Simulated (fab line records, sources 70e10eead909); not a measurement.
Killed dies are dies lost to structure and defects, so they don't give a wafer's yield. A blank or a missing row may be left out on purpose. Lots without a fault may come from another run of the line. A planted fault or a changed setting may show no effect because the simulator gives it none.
Which tool did it? | flow nand_harc | 24 lots, 72 wafers sampled, at 6 steps of a route of 1159

WHAT THE GAUGES READ, wafer by wafer
NHARC_P_M2_OVL_MEAS_10: pitch 340 nm. Usual: overlay_x_nm 0.0 nm, standard deviation 0.79; overlay_y_nm 0.1 nm, standard deviation 0.78.
lot  | measured     | on         | overlay_x_nm (nm) | overlay_y_nm (nm) | flag
L074 | day 5 22:38  | overlay-02 | -0.8 -0.9 -0.7    | 0.3 0.0 0.5       |
L076 | day 6 20:59  | overlay-01 | 0.5 0.1 0.5       | 0.2 0.0 0.1       |
L075 | day 6 21:52  | overlay-01 | 2.5 2.1 2.0       | 0.2 0.9 1.1       |
L078 | day 6 23:24  | overlay-01 | -0.7 -1.2 -0.9    | -0.2 -1.4 -0.9    |
L077 | day 7 03:17  | overlay-02 | -0.4 0.5 -0.3     | 1.1 0.8 0.7       |
L079 | day 7 11:19  | overlay-02 | -0.8 -0.5 -0.2    | 0.0 -0.3 -0.1     |
L080 | day 7 18:03  | overlay-02 | 0.1 0.4 0.0       | 0.2 0.5 0.4       |
L081 | day 8 00:31  | overlay-02 | -1.2 -0.8 -0.7    | 0.9 0.9 0.5       |
L082 | day 8 03:41  | overlay-01 | 0.1 0.5 0.2       | 0.2 0.2 -0.2      |
L083 | day 8 05:17  | overlay-01 | -0.3 0.1 -0.5     | -0.2 -0.3 -0.4    |
L084 | day 8 08:47  | overlay-01 | -1.2 -0.5 -0.6    | -0.7 -0.2 -0.2    |
L088 | day 9 10:04  | overlay-02 | 1.0 1.2 1.2       | -0.4 -0.1 -0.5    |
L085 | day 9 10:46  | overlay-02 | -0.2 0.0 -0.3     | 2.5 2.1 2.4       |
L086 | day 9 11:19  | overlay-01 | 0.1 -0.6 -0.4     | -0.3 -0.2 -1.0    |
L087 | day 9 13:05  | overlay-02 | -0.7 -0.8 -0.8    | 0.3 -0.1 0.1      |
L089 | day 10 04:44 | overlay-02 | 0.1 0.2 0.0       | 0.6 -0.4 -0.3     |
L090 | day 10 05:29 | overlay-01 | -1.0 -0.8 -0.5    | 0.0 -0.3 -0.4     |
L091 | day 10 08:41 | overlay-01 | -1.0 -0.6 -0.5    | 1.5 1.5 1.1       |
L093 | day 10 19:47 | overlay-02 | 1.0 0.0 0.4       | -0.6 -0.8 -1.4    |
L092 | day 10 20:28 | overlay-01 | 0.1 0.0 0.2       | -0.6 0.0 -0.5     |
L095 | day 11 07:25 | overlay-02 | -0.6 -0.1 -0.4    | -0.9 -0.4 -0.6    |
L094 | day 11 08:34 | overlay-01 | 0.1 1.0 0.6       | -0.7 -0.5 -0.6    |
L096 | day 12 01:32 | overlay-01 | 1.2 0.8 1.0       | 1.1 0.5 0.6       |
L097 | day 12 02:14 | overlay-02 | 0.8 0.8 1.0       | 0.5 0.8 1.2       |

WHICH TOOL RAN EACH LOT (tool, then ch and the chambers of the sampled wafers, then the start)
lot  | NHARC_P_GATE_STRIP_101             | NHARC_P_GATE_STRIP_111               | NHARC_P_GATE_DESCUM_93             | NHARC_P_GATE_RTA_64              | NHARC_P_M1_DEP_33
L074 | rie_diel-04 ch 0,3, day 4 22:49    | plasma_asher-02 ch 0,1, day 5 00:16  | rie_diel-04 ch 0,1,2, day 5 03:25  | rtp_anneal-02 ch 0, day 5 05:01  | pecvd-02 ch 0,1, day 5 21:21
L076 | rie_diel-05 ch 0,1,2, day 5 16:49  | plasma_asher-02 ch 0,1, day 5 18:21  | rie_diel-07 ch 0,2,3, day 5 21:14  | rtp_anneal-02 ch 0, day 5 22:58  | pecvd-03 ch 0,1,2, day 6 19:54
L075 | rie_diel-05 ch 1,2,3, day 5 17:03  | plasma_asher-02 ch 0,1, day 5 19:05  | rie_diel-05 ch 1,2,3, day 5 22:13  | rtp_anneal-02 ch 0, day 5 23:52  | pecvd-03 ch 0,1, day 6 20:37
L078 | rie_diel-07 ch 0,1, day 5 20:44    | plasma_asher-02 ch 0,1, day 5 22:25  | rie_diel-04 ch 2,3, day 6 01:28    | rtp_anneal-01 ch 0, day 6 03:09  | pecvd-02 ch 0,2, day 6 22:13
L077 | rie_diel-04 ch 0,3, day 6 01:24    | plasma_asher-02 ch 0,1, day 6 02:59  | rie_diel-04 ch 0,1,2, day 6 06:02  | rtp_anneal-02 ch 0, day 6 07:43  | pecvd-01 ch 0,1, day 7 02:02
L079 | rie_diel-07 ch 0,3, day 6 09:14    | plasma_asher-01 ch 0,1, day 6 10:33  | rie_diel-04 ch 1,2,3, day 6 13:43  | rtp_anneal-01 ch 0, day 6 15:29  | pecvd-01 ch 0,2, day 7 10:05
L080 | rie_diel-04 ch 0,3, day 6 17:17    | plasma_asher-01 ch 1, day 6 18:57    | rie_diel-05 ch 1,2,3, day 6 21:56  | rtp_anneal-02 ch 0, day 6 23:35  | pecvd-01 ch 0,2, day 7 16:38
L081 | rie_diel-07 ch 1,2, day 7 00:14    | plasma_asher-01 ch 0,1, day 7 01:38  | rie_diel-07 ch 0,2, day 7 04:41    | rtp_anneal-01 ch 0, day 7 06:20  | pecvd-02 ch 0,1, day 7 23:13
L082 | rie_diel-04 ch 0,1,3, day 7 05:56  | plasma_asher-01 ch 0,1, day 7 07:25  | rie_diel-05 ch 0,1,2, day 7 10:22  | rtp_anneal-02 ch 0, day 7 11:59  | pecvd-03 ch 0,2, day 8 02:17
L083 | rie_diel-04 ch 1,3, day 7 06:20    | plasma_asher-02 ch 0,1, day 7 07:43  | rie_diel-04 ch 0,1,2, day 7 11:02  | rtp_anneal-02 ch 0, day 7 12:42  | pecvd-01 ch 1,2, day 8 03:50
L084 | rie_diel-07 ch 0,1, day 7 11:13    | plasma_asher-02 ch 0,1, day 7 12:33  | rie_diel-04 ch 1,2,3, day 7 15:40  | rtp_anneal-01 ch 0, day 7 17:21  | pecvd-02 ch 0,1,2, day 8 07:34
L088 | rie_diel-07 ch 0,2,3, day 8 07:48  | plasma_asher-02 ch 0, day 8 09:19    | rie_diel-07 ch 0,2,3, day 8 12:22  | rtp_anneal-01 ch 0, day 8 14:02  | pecvd-01 ch 0,1, day 9 08:46
L085 | rie_diel-04 ch 0,1,3, day 8 08:02  | plasma_asher-01 ch 0,1, day 8 09:33  | rie_diel-04 ch 0,1,3, day 8 12:41  | rtp_anneal-02 ch 0, day 8 14:37  | pecvd-03 ch 0,1,2, day 9 09:25
L086 | rie_diel-07 ch 1,2, day 8 08:22    | plasma_asher-01 ch 0,1, day 8 09:55  | rie_diel-04 ch 0,1,3, day 8 13:01  | rtp_anneal-01 ch 0, day 8 14:56  | pecvd-02 ch 0,1, day 9 10:08
L087 | rie_diel-07 ch 0,2,3, day 8 14:11  | plasma_asher-01 ch 0,1, day 8 15:39  | rie_diel-05 ch 0,1,2, day 8 19:00  | rtp_anneal-02 ch 0, day 8 20:40  | pecvd-02 ch 0,1, day 9 11:43
L089 | rie_diel-05 ch 0,1, day 9 02:53    | plasma_asher-02 ch 0,1, day 9 04:31  | rie_diel-04 ch 0,3, day 9 07:37    | rtp_anneal-01 ch 0, day 9 09:15  | pecvd-01 ch 0,1,2, day 10 03:34
L090 | rie_diel-04 ch 0,1,3, day 9 03:40  | plasma_asher-02 ch 0,1, day 9 04:59  | rie_diel-05 ch 0,1,3, day 9 08:06  | rtp_anneal-01 ch 0, day 9 09:44  | pecvd-02 ch 0,1,2, day 10 04:19
L091 | rie_diel-05 ch 2,3, day 9 08:14    | plasma_asher-01 ch 0,1, day 9 09:50  | rie_diel-04 ch 0,3, day 9 12:45    | rtp_anneal-02 ch 0, day 9 14:30  | pecvd-02 ch 0,1,2, day 10 07:28
L093 | rie_diel-07 ch 0,1,2, day 9 21:31  | plasma_asher-02 ch 0,1, day 9 23:02  | rie_diel-04 ch 0,1,2, day 10 02:18 | rtp_anneal-02 ch 0, day 10 03:58 | pecvd-03 ch 1,2, day 10 18:35
L092 | rie_diel-04 ch 2,3, day 9 21:37    | plasma_asher-02 ch 0,1, day 9 23:27  | rie_diel-05 ch 0,2,3, day 10 03:09 | rtp_anneal-02 ch 0, day 10 04:50 | pecvd-03 ch 0,1, day 10 19:11
L095 | rie_diel-04 ch 1,2, day 10 06:37   | plasma_asher-01 ch 0,1, day 10 07:59 | rie_diel-07 ch 1,2,3, day 10 11:02 | rtp_anneal-02 ch 0, day 10 12:45 | pecvd-03 ch 0,1,2, day 11 06:16
L094 | rie_diel-07 ch 0,1,3, day 10 06:43 | plasma_asher-02 ch 0,1, day 10 08:11 | rie_diel-04 ch 1,2,3, day 10 11:19 | rtp_anneal-01 ch 0, day 10 13:18 | pecvd-02 ch 0,2, day 11 07:15
L096 | rie_diel-05 ch 1,2,3, day 10 22:16 | plasma_asher-02 ch 0,1, day 10 23:43 | rie_diel-07 ch 0,1,3, day 11 02:52 | rtp_anneal-01 ch 0, day 11 04:35 | pecvd-03 ch 0,2, day 12 00:13
L097 | rie_diel-05 ch 0,1, day 10 22:54   | plasma_asher-01 ch 0,1, day 11 00:27 | rie_diel-07 ch 0,1, day 11 03:19   | rtp_anneal-01 ch 0, day 11 05:09 | pecvd-02 ch 0,1,2, day 12 01:02
- NHARC_P_GATE_STRIP_101: strips in O2, time 20 s.
- NHARC_P_GATE_STRIP_111: strips in N2/H2, time 250 s.
- NHARC_P_GATE_DESCUM_93: chemistry O2, time 3 s.
- NHARC_P_GATE_RTA_64: time 1 s.
- NHARC_P_M1_DEP_33: deposits SiCN, target thk 30 nm.

WHAT THE TOOLS THEMSELVES READ (means of the sampled wafers that have a number; where no wafer has one, the mark that the record gives instead)
NHARC_P_GATE_STRIP_101. Usual: drypump_motor_current_A 5.6 A, standard deviation 0.57; oes_product_au 1.007 a.u., standard deviation 0.012; rf_vpp_V 57.9 V, standard deviation 0.91; showerhead_plenum_p_Torr 3.55 Torr, standard deviation 0.13; throttle_valve_pct 17.038 %, standard deviation 0.0098.
lot  | tool        | drypump_motor_current_A (A) | oes_product_au (a.u.) | rf_vpp_V (V) | showerhead_plenum_p_Torr (Torr) | throttle_valve_pct (%) | flag
L074 | rie_diel-04 | 5.8                         | 0.987                 | 59.4         | 3.58                            | 17.032                 |
L076 | rie_diel-05 | 6.0                         | 1.005                 | 56.1         | 3.48                            | 17.032                 |
L075 | rie_diel-05 | 6.0                         | 1.005                 | 57.8         | 3.47                            | 17.043                 |
L078 | rie_diel-07 | 5.0                         | 0.998                 | 58.1         | 3.51                            | 17.041                 |
L077 | rie_diel-04 | 5.8                         | 1.004                 | 57.4         | 3.58                            | 17.031                 |
L079 | rie_diel-07 | 5.1                         | 1.009                 | 57.9         | 3.38                            | 17.036                 |
L080 | rie_diel-04 | 5.6                         | 1.008                 | 58.9         | 3.65                            | 17.041                 |
L081 | rie_diel-07 | 6.0                         | 1.016                 | 57.9         | 3.55                            | 17.045                 |
L082 | rie_diel-04 | 5.5                         | 1.014                 | 58.0         | 3.59                            | 17.031                 |
L083 | rie_diel-04 | 5.3                         | 1.006                 | 58.2         | 3.66                            | 17.043                 |
L084 | rie_diel-07 | 5.0                         | 0.996                 | 57.7         | 3.51                            | 17.033                 |
L088 | rie_diel-07 | 5.6                         | 1.017                 | 57.9         | 3.45                            | 17.033                 |
L085 | rie_diel-04 | 5.5                         | 1.007                 | 57.4         | 3.58                            | 17.042                 |
L086 | rie_diel-07 | 6.0                         | 1.006                 | 57.4         | 3.54                            | 17.044                 |
L087 | rie_diel-07 | 5.6                         | 1.013                 | 57.5         | 3.45                            | 17.037                 |
L089 | rie_diel-05 | 5.6                         | 0.997                 | 57.8         | 3.71                            | 17.048                 |
L090 | rie_diel-04 | 5.5                         | 1.007                 | 57.5         | 3.58                            | 17.038                 |
L091 | rie_diel-05 | 6.3                         | 1.004                 | 58.0         | 3.52                            | 17.038                 |
L093 | rie_diel-07 | 5.5                         | 1.013                 | 57.2         | 3.46                            | 17.046                 |
L092 | rie_diel-04 | 5.7                         | 1.007                 | 57.8         | 3.66                            | 17.043                 |
L095 | rie_diel-04 | 5.6                         | 1.006                 | 58.0         | 3.59                            | 17.048                 |
L094 | rie_diel-07 | 5.0                         | 1.012                 | 57.5         | 3.48                            | 17.040                 |
L096 | rie_diel-05 | 6.0                         | 0.992                 | 57.9         | 3.62                            | 17.044                 |
L097 | rie_diel-05 | 5.9                         | 1.006                 | 58.1         | 3.59                            | 17.047                 |

NHARC_P_GATE_STRIP_111. Usual: drypump_motor_current_A 5.66 A, standard deviation 0.28; heater_power_w 82 W, standard deviation 3.1; temp_c 110.01 C, standard deviation 0.14.
lot  | tool            | drypump_motor_current_A (A) | heater_power_w (W) | temp_c (C) | flag
L074 | plasma_asher-02 | 5.77                        | 82                 | 109.88     |
L076 | plasma_asher-02 | 5.77                        | 80                 | 110.23     |
L075 | plasma_asher-02 | 5.77                        | 81                 | 110.00     |
L078 | plasma_asher-02 | 5.87                        | 80                 | 109.98     |
L077 | plasma_asher-02 | 5.85                        | 81                 | 109.95     |
L079 | plasma_asher-01 | 5.35                        | 83                 | 109.93     |
L080 | plasma_asher-01 | 5.70                        | 85                 | 109.88     |
L081 | plasma_asher-01 | 5.52                        | 84                 | 109.89     |
L082 | plasma_asher-01 | 5.35                        | 84                 | 110.14     |
L083 | plasma_asher-02 | 5.87                        | 80                 | 110.01     |
L084 | plasma_asher-02 | 5.76                        | 81                 | 109.99     |
L088 | plasma_asher-02 | 5.95                        | 79                 | 109.89     |
L085 | plasma_asher-01 | 5.36                        | 83                 | 109.94     |
L086 | plasma_asher-01 | 5.51                        | 85                 | 109.89     |
L087 | plasma_asher-01 | 5.35                        | 83                 | 109.94     |
L089 | plasma_asher-02 | 5.77                        | 81                 | 110.09     |
L090 | plasma_asher-02 | 5.88                        | 78                 | 109.87     |
L091 | plasma_asher-01 | 5.33                        | 82                 | 110.15     |
L093 | plasma_asher-02 | 5.77                        | 80                 | 110.02     |
L092 | plasma_asher-02 | 5.87                        | 78                 | 109.94     |
L095 | plasma_asher-01 | 5.54                        | 84                 | 110.08     |
L094 | plasma_asher-02 | 5.87                        | 78                 | 110.14     |
L096 | plasma_asher-02 | 5.77                        | 80                 | 110.03     |
L097 | plasma_asher-01 | 5.35                        | 83                 | 109.92     |

NHARC_P_GATE_DESCUM_93. Usual: drypump_motor_current_A 5.6 A, standard deviation 0.52; oes_product_au 1.007 a.u., standard deviation 0.012; rf_vpp_V 58.0 V, standard deviation 0.8; showerhead_plenum_p_Torr 1.94 Torr, standard deviation 0.071; throttle_valve_pct 11.310 %, standard deviation 0.009.
lot  | tool        | drypump_motor_current_A (A) | oes_product_au (a.u.) | rf_vpp_V (V) | showerhead_plenum_p_Torr (Torr) | throttle_valve_pct (%) | flag
L074 | rie_diel-04 | 5.6                         | 0.998                 | 57.6         | 1.93                            | 11.311                 |
L076 | rie_diel-07 | 5.6                         | 1.008                 | 56.9         | 1.87                            | 11.308                 |
L075 | rie_diel-05 | 5.9                         | 1.016                 | 57.0         | 1.88                            | 11.320                 |
L078 | rie_diel-04 | 5.5                         | 1.008                 | 58.2         | 2.01                            | 11.303                 |
L077 | rie_diel-04 | 5.6                         | 1.010                 | 57.8         | 1.93                            | 11.309                 |
L079 | rie_diel-04 | 5.4                         | 0.998                 | 58.6         | 1.97                            | 11.320                 |
L080 | rie_diel-05 | 5.9                         | 1.007                 | 58.0         | 1.88                            | 11.320                 |
L081 | rie_diel-07 | 5.6                         | 1.025                 | 58.1         | 1.81                            | 11.307                 |
L082 | rie_diel-05 | 5.9                         | 1.005                 | 58.0         | 1.88                            | 11.300                 |
L083 | rie_diel-04 | 5.6                         | 1.016                 | 58.8         | 1.93                            | 11.312                 |
L084 | rie_diel-04 | 5.4                         | 0.993                 | 58.3         | 1.97                            | 11.313                 |
L088 | rie_diel-07 | 5.6                         | 1.008                 | 57.6         | 1.87                            | 11.312                 |
L085 | rie_diel-04 | 5.5                         | 1.005                 | 58.2         | 1.94                            | 11.306                 |
L086 | rie_diel-04 | 5.5                         | 1.000                 | 57.5         | 1.94                            | 11.312                 |
L087 | rie_diel-05 | 5.9                         | 1.003                 | 57.9         | 1.98                            | 11.315                 |
L089 | rie_diel-04 | 5.6                         | 1.006                 | 58.2         | 1.98                            | 11.306                 |
L090 | rie_diel-05 | 5.9                         | 1.005                 | 58.2         | 1.95                            | 11.315                 |
L091 | rie_diel-04 | 5.7                         | 1.015                 | 58.2         | 1.94                            | 11.311                 |
L093 | rie_diel-04 | 5.5                         | 1.015                 | 57.5         | 1.93                            | 11.307                 |
L092 | rie_diel-05 | 6.3                         | 1.001                 | 57.2         | 1.91                            | 11.307                 |
L095 | rie_diel-07 | 5.5                         | 1.014                 | 57.9         | 1.93                            | 11.319                 |
L094 | rie_diel-04 | 5.4                         | 1.009                 | 58.6         | 1.97                            | 11.309                 |
L096 | rie_diel-07 | 5.0                         | 0.994                 | 58.3         | 1.99                            | 11.305                 |
L097 | rie_diel-07 | 5.0                         | 0.990                 | 58.0         | 2.04                            | 11.312                 |

NHARC_P_GATE_RTA_64. Usual: lamp_power_pct 34.3 %, standard deviation 1.3; lamp_zone_2_pct 34.3 %, standard deviation 1.3; wafer_temp_C_max 1053.9, standard deviation 1.4.
lot  | tool          | lamp_power_pct (%) | lamp_zone_2_pct (%) | wafer_temp_C_max | flag
L074 | rtp_anneal-02 | 35.4               | 35.4                | 1054.2           |
L076 | rtp_anneal-02 | 35.4               | 35.4                | 1053.4           |
L075 | rtp_anneal-02 | 35.4               | 35.4                | 1052.4           |
L078 | rtp_anneal-01 | 32.9               | 32.9                | 1054.9           |
L077 | rtp_anneal-02 | 35.4               | 35.4                | 1053.1           |
L079 | rtp_anneal-01 | 32.9               | 32.8                | 1054.1           |
L080 | rtp_anneal-02 | 35.4               | 35.4                | 1052.6           |
L081 | rtp_anneal-01 | 32.9               | 32.8                | 1056.0           |
L082 | rtp_anneal-02 | 35.4               | 35.5                | 1052.3           |
L083 | rtp_anneal-02 | 35.4               | 35.4                | 1052.7           |
L084 | rtp_anneal-01 | 32.9               | 32.9                | 1055.6           |
L088 | rtp_anneal-01 | 32.9               | 32.9                | 1054.8           |
L085 | rtp_anneal-02 | 35.4               | 35.4                | 1053.4           |
L086 | rtp_anneal-01 | 32.9               | 32.9                | 1055.8           |
L087 | rtp_anneal-02 | 35.5               | 35.4                | 1053.2           |
L089 | rtp_anneal-01 | 32.9               | 32.9                | 1055.1           |
L090 | rtp_anneal-01 | 32.9               | 32.9                | 1054.7           |
L091 | rtp_anneal-02 | 35.4               | 35.5                | 1052.4           |
L093 | rtp_anneal-02 | 35.4               | 35.5                | 1052.4           |
L092 | rtp_anneal-02 | 35.4               | 35.4                | 1052.8           |
L095 | rtp_anneal-02 | 35.4               | 35.4                | 1052.0           |
L094 | rtp_anneal-01 | 32.9               | 32.9                | 1055.3           |
L096 | rtp_anneal-01 | 32.9               | 32.9                | 1055.1           |
L097 | rtp_anneal-01 | 32.8               | 32.8                | 1055.9           |

NHARC_P_M1_DEP_33. Usual: chamber_pressure_Torr 3.000 Torr, standard deviation 0.0063; heater_power_w 582 W, standard deviation 82.
lot  | tool     | chamber_pressure_Torr (Torr) | heater_power_w (W) | flag
L074 | pecvd-02 | 3.004                        | 700                |
L076 | pecvd-03 | 3.005                        | 592                |
L075 | pecvd-03 | 3.001                        | 613                |
L078 | pecvd-02 | 2.995                        | 548                |
L077 | pecvd-01 | 3.002                        | 549                |
L079 | pecvd-01 | 2.996                        | 557                |
L080 | pecvd-01 | 2.997                        | 524                |
L081 | pecvd-02 | 2.998                        | 654                |
L082 | pecvd-03 | 3.006                        | 580                |
L083 | pecvd-01 | 3.002                        | 558                |
L084 | pecvd-02 | 3.000                        | 589                |
L088 | pecvd-01 | 2.995                        | 556                |
L085 | pecvd-03 | 3.000                        | 526                |
L086 | pecvd-02 | 3.007                        | 587                |
L087 | pecvd-02 | 2.999                        | 681                |
L089 | pecvd-01 | 3.002                        | 535                |
L090 | pecvd-02 | 2.993                        | 626                |
L091 | pecvd-02 | 3.008                        | 589                |
L093 | pecvd-03 | 3.001                        | 620                |
L092 | pecvd-03 | 2.997                        | 573                |
L095 | pecvd-03 | 3.003                        | 588                |
L094 | pecvd-02 | 2.999                        | 586                |
L096 | pecvd-03 | 2.992                        | 533                |
L097 | pecvd-02 | 2.999                        | 604                |

THE ANSWER, worked out from the rows above alone
Rule: a lot is off if the mean of its wafers that have a number lies more than 3 standard deviations from the usual mean. A lot without any number at a reading at which 4 lots or more have one is off too. The other lots that the step has rows for count as sound. The gauges are gone through in route order, then the tools' own readings, and for those a lot's mean is taken as printed above. The first step at which some lot is off is used, and at that step the reading that is off furthest; a lot without a number counts as furthest.
No lot is off at any reading shown: from this, nothing can be told.

WHAT THE SIMULATOR HAD PUT IN
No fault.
